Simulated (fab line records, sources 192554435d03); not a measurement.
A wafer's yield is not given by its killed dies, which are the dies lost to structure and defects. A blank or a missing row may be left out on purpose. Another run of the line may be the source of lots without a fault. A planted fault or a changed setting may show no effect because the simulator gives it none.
One fault seen from 2 desks -- flow n5 finfet -- numbers are kept per desk, each desk with only its own; the story behind them comes last

== THE TOOL OWNER'S DESK: ald metal-03 ==
The tool's own readings at N5_BEOL_M10_ALD_74 (deposits TaN, target thk 2 nm, pulse time 2 s, purge time 3 s): means of the sampled wafers that have a number, for each lot that ran on this tool. If a lot's mean is further than 4 standard deviations from the usual mean, the lot is out of limits and carries the mark OUT (the distance appears in the brackets).
Columns: A = chamber pressure Torr at N5_BEOL_M10_ALD_74, usual 3.001 Torr; B = heater power w at N5_BEOL_M10_ALD_74, usual 413 W
lot,first seen here,A,B
L311,day 10 23:26,2.996,393
L310,day 11 03:13,2.999,430
L315,day 12 11:50,3.001,411
L319,day 13 20:40,3.001,418
L324,day 15 04:05,3.002,413
Result from this desk: across the 5 lots, nothing is out of limits.

== FROM THE METROLOGY DESK ==
Means of the sampled wafers that have a number, per lot and without regard to the tool the lot ran on: this is what the gauges read. If a lot's mean is further than 4 standard deviations from the usual mean, the lot is out of limits and carries the mark OUT (the distance appears in the brackets). 7 of its 24 readings are shown, namely those furthest out on some lot.
Columns: A = cd nm at N5_BEOL_M15_CD_MEAS_28, usual 407.3 nm; B = COMB_M11 at N5_BEOL_M15_RC_MEAS_101, usual 1.4e-11 S/m; C = COMB_M11_max_site at N5_BEOL_M15_RC_MEAS_101, usual 2e-11 S/m; D = COMB_M7 at N5_BEOL_M15_RC_MEAS_101, usual 2.5e-11 S/m; E = SERP_M12 at N5_BEOL_M15_RC_MEAS_101, usual 0.632 ohm/um; F = SERP_M6 at N5_BEOL_M15_RC_MEAS_101, usual 13.8 ohm/um; G = SERP_M8 at N5_BEOL_M15_RC_MEAS_101, usual 14.0 ohm/um
lot,first seen here,A,B,C,D,E,F,G
L309,day 12 02:04,406.6,1.4e-11,2e-11,2.3e-11,0.622,13.7,14.3
L311,day 12 04:28,405.0,1.2e-11,2e-11,2.7e-11,0.630,13.7,14.5
L310,day 12 10:16,405.3,1.3e-11,2e-11,1.9e-11,0.631,14.3,14.7
L315,day 13 16:35,407.7,2.0e-11,3e-11,2.3e-11,0.625,13.3,13.8
L319,day 15 06:16,409.0,1.1e-11,2e-11,2.2e-11,0.638,13.3,13.8
L325,day 16 01:37,408.5,1.3e-11,3e-11,3.4e-11,0.638,13.6,14.0
L324,day 16 07:46,407.6,1.0e-11,1e-11,1.8e-11,0.625,14.6,14.3
L326,day 16 19:36,403.7,1.3e-11,2e-11,2.4e-11,0.609,13.8,13.9
L328,day 17 05:43,404.8,1.0e-11,1e-11,2.4e-11,0.629,14.1,14.0
Result from this desk: across the 9 lots, nothing is out of limits.

== BROUGHT TOGETHER ==
The tool owner's desk saw nothing out of limits.
Metrology desk: nothing out of limits seen.

== WHAT WAS PUT IN BY THE SIMULATOR ==
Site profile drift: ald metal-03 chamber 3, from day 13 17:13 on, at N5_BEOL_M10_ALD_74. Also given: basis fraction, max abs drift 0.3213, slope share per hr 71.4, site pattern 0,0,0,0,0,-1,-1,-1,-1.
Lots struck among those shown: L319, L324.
